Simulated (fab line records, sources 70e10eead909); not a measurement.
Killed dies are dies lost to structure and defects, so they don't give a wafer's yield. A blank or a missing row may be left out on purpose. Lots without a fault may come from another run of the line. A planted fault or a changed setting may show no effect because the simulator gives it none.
Problem report in the 8D (eight disciplines) form, filled by code | flow nand_harc | the parts of the form that need people (team, actions taken, sign-off) are left out

1. THE PROBLEM
killed_at_array at NHARC_END_SORT_01 reads a mean of 672 on 3 wafers of 2 lots; wafers without a fault read 62 with a standard deviation of 15. That is +41 standard deviations from the usual mean.
First seen on wafer L878.3, day 30 19:26, on prober-01. The record holds 33 wafers of 11 lots with a number at this step. Rule for "out", or "out of limits": more than 4 standard deviations from the usual mean. The other wafers with a number count as sound.

2. WHAT IT IS AND WHAT IT IS NOT
question                    | is                           | is not
which readings at this step | killed_at_array, killed_dies | killed_at_periphery, killed_open, killed_short
which lots                  | L877, L878                   | L863, L864, L865, L867, L869, L879, L882, L883, L885
which wafers of those lots  | L877.3, L878.3, L878.4       | L877.2, L877.5, L878.5
read on which gauges        | prober-01                    | prober-02
when                        | from day 30 19:26            | up to then (17 sound wafers); but 13 sound wafers of L877, L878, L879, L882, L883, L885 came after

3. SUSPECTS, AND WHAT RULES EACH OUT
Counting: a tool at a process step up to the reading stays a suspect if it ran every lot that is out. Sound lots after the first of them don't rule it out here, since some wafers of a struck lot are sound.
- the gauge at NHARC_END_SORT_01: ruled out. All the wafers that are out were read on prober-01, but those of them that NHARC_A_CHANNEL_HOLE_D1_ETCH_16 has rows for are out there too, on other tools.
- rie_diel-08 at NHARC_A_CHANNEL_HOLE_D1_ETCH_38 (etches the open film in CF4, target depth 39 nm, time 65 s): kept. It ran every lot that is out, first L878 (day 14 20:01); its last sound lot up to then is L869 (day 11 02:50).
- rie_diel-08 at NHARC_A_CHANNEL_HOLE_D1_ETCH_16 (etches the open film in O2/COS, target depth 3100 nm, time 806 s): kept. It ran every lot that is out, first L878 (day 14 21:11); its last sound lot up to then is L869 (day 11 03:23). Its own readings are out on those wafers: run_length_s.
Left after counting: rie_diel-08 at NHARC_A_CHANNEL_HOLE_D1_ETCH_38, rie_diel-08 at NHARC_A_CHANNEL_HOLE_D1_ETCH_16.

4. THE CAUSE (what the simulator had put in)
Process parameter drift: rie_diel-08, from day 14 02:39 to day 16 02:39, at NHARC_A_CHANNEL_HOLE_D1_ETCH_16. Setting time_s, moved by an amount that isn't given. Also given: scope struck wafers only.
Counting left 2 suspects, and this tool is among them.

5. THE CHAIN OF EFFECTS, in route order
Each row: a reading whose mean over the struck wafers that have a number lies more than 3 standard deviations from the usual. Only readings for which the record gives a usual standard deviation are gone through. hours: the time from each lot's start at the first step in this table that gives one to its start at this step, as a median over the lots. sigmas: the change in usual standard deviations.
hours | step                            | reading         | usual   | on struck wafers | change | sigmas
0     | NHARC_A_CHANNEL_HOLE_D1_ETCH_16 | run_length_s    | 827.4 s | 589.3            | -238.1 | -99 or more
391   | NHARC_END_SORT_01               | killed_at_array | 62      | 672              | +610   | +41
391   | NHARC_END_SORT_01               | killed_dies     | 66      | 677              | +611   | +41
The process steps in it:
- NHARC_A_CHANNEL_HOLE_D1_ETCH_16: etches the open film in O2/COS, target depth 3100 nm, time 806 s.

6. WHAT WOULD HAVE CAUGHT IT SOONER
In this record the first reading out of limits at a measuring or inspecting step was taken at day 30 19:26, 401 hours after the fault began at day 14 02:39.
The tool's own readings at NHARC_A_CHANNEL_HOLE_D1_ETCH_16 were out on every struck wafer that the step has a row for (run_length_s): an alarm limit on them would have fired on the first of those.
All the lots that are out (2) had begun NHARC_A_CHANNEL_HOLE_D1_ETCH_16 on rie_diel-08 by day 30 19:26. A hold on the tool at that time would have spared none of them.
